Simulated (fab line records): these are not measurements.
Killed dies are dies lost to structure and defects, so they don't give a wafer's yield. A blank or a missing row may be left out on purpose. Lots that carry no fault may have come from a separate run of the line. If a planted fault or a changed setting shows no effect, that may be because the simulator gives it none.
Matching of chambers	flow nand_harc	NHARC_A_CONTACT_ETCH_102 on rie_diel-11: 4 sister chambers
The step etches the open film in CF4/O2, target depth 70 nm, overetch 7 nm, time 38.5 s. 18 wafers are shown with their chamber, then 9 later ones without.

== WAFERS PAIRED WITH THEIR CHAMBERS ==
wafer	chamber	showerhead_plenum_p_Torr (Torr)	throttle_valve_pct (%)	oes_product_au (a.u.)
L077.1	3	1.26	13.372	1.017
L077.3	2	1.27	13.403	1.004
L077.5	3	1.27	13.396	1.009
L075.1	2	1.27	13.393	1.000
L075.3	3	1.26	13.387	1.008
L075.4	0	1.36	13.405	1.001
L078.2	2	1.27	13.400	0.993
L078.5	2	1.27	13.407	0.995
L078.6	1	1.25	13.398	0.983
L085.2	0	1.35	13.407	0.991
L085.3	2	1.27	13.389	0.998
L085.4	1	1.25	13.389	0.998
L089.3	3	1.26	13.389	1.004
L089.4	2	1.27	13.397	1.008
L089.5	1	1.25	13.409	0.996
L090.1	0	1.35	13.411	0.996
L090.3	2	1.27	13.401	1.004
L090.4	1	1.25	13.393	0.997

SIGNATURES, as means of the wafers listed above
reading	chamber 0	chamber 1	chamber 2	chamber 3	scatter within a chamber
showerhead_plenum_p_Torr	1.3533	1.2500	1.2700	1.2625	0.00318
throttle_valve_pct	13.40767	13.39725	13.39857	13.38600	0.00743
oes_product_au	0.99600	0.99350	1.00029	1.00950	0.00574
Rule: for each reading, subtract the chamber's mean from the wafer's reading, divide by that reading's scatter and square the result; add these up over the readings and take the root, which gives the wafer's distance from the chamber. The wafer belongs to the nearest chamber; if the next one is less than 2 further off, it can't be placed. How the scatter is found: for the shown wafers, subtract from each reading the mean of its chamber, square and add these, divide the total by (wafers less chambers), then take the root.

== WAFERS WITHOUT THEIR CHAMBER ==
wafer	showerhead_plenum_p_Torr (Torr)	throttle_valve_pct (%)	oes_product_au (a.u.)
L090.2	1.26	13.407	0.998
L090.5	1.27	13.394	0.995
L090.6	1.26	13.387	0.995
L093.2	1.25	13.388	0.995
L093.4	1.35	13.404	0.999
L093.5	1.27	13.410	0.995
L097.2	1.26	13.396	0.980
L097.3	1.26	13.408	0.990
L097.4	1.35	13.386	0.997

== THE CHAMBER EACH PASSED THROUGH ==
wafer	from the rows above	in truth
L090.2	can't be placed: 2 or 1 or 3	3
L090.5	2	2
L090.6	can't be placed: 3 or 1 or 2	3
L093.2	1	1
L093.4	0	0
L093.5	2	2
L097.2	can't be placed: 1 or 2 or 3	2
L097.3	can't be placed: 1 or 2 or 3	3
L097.4	0	0
Placed correctly: 5 of 9. Cannot be placed on the basis of these rows: 4; the candidates contain the true chamber in 4. Number placed wrongly: 0.
